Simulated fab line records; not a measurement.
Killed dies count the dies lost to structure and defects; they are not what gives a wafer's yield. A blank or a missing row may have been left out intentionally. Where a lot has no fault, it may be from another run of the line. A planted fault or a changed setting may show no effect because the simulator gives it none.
Chamber matching -- flow n5 finfet -- N5_BEOL_M10_ETCH_66 on rie diel-05 has 4 sister chambers
The step etches SOC in N2/H2, target depth 120 nm, overetch 24 nm, time 180 s. 14 wafers are shown with their chamber, then 7 later ones without.

## EACH WAFER AND ITS CHAMBER
wafer,chamber,showerhead plenum p Torr (Torr),oes product au (a.u.),throttle valve pct (%)
L079.2,2,2.57,0.61,18.06
L079.3,3,2.51,0.58,18.08
L079.6,0,2.42,0.57,17.90
L080.2,3,2.51,0.57,18.10
L080.3,1,2.62,0.71,18.19
L080.6,2,2.57,0.60,18.06
L081.2,3,2.51,0.57,18.10
L081.5,1,2.62,0.71,18.18
L081.6,0,2.42,0.56,17.89
L087.3,1,2.61,0.69,18.21
L087.5,0,2.41,0.55,17.92
L087.6,1,2.61,0.69,18.18
L091.1,0,2.41,0.56,17.95
L091.2,3,2.50,0.56,18.14

SIGNATURES (means of the wafers above)
reading,chamber 0,chamber 1,chamber 2,chamber 3,scatter within a chamber
showerhead plenum p Torr,2.4150,2.6150,2.5700,2.5075,0.00524
oes product au,0.5600,0.7000,0.6050,0.5700,0.00922
throttle valve pct,17.9150,18.1900,18.0600,18.1050,0.0214
Rule: a wafer lies at a distance from a chamber equal to the root of the sum of squares, over the readings, of (its reading less the chamber's mean, divided by the reading's scatter). If the next closest chamber is less than 2 further off than the closest, the wafer can't be placed; otherwise it belongs to the closest. The scatter is the square root of a quotient: the sum, over the shown wafers, of each reading's squared deviation from its chamber's mean, divided by wafers minus chambers.

## WAFERS MISSING THEIR CHAMBER
wafer,showerhead plenum p Torr (Torr),oes product au (a.u.),throttle valve pct (%)
L091.6,2.50,0.56,18.14
L094.2,2.41,0.54,17.93
L094.3,2.50,0.56,18.14
L094.5,2.41,0.55,17.93
L095.4,2.60,0.67,18.23
L095.5,2.40,0.54,17.97
L095.6,2.49,0.54,18.15

## CHAMBER TAKEN BY EACH
wafer,from the rows above,in truth
L091.6,3,3
L094.2,0,0
L094.3,3,3
L094.5,0,0
L095.4,1,1
L095.5,0,0
L095.6,3,3
7 of 7 placed correctly. Number that these rows cannot place: 0. 0 placed wrongly.
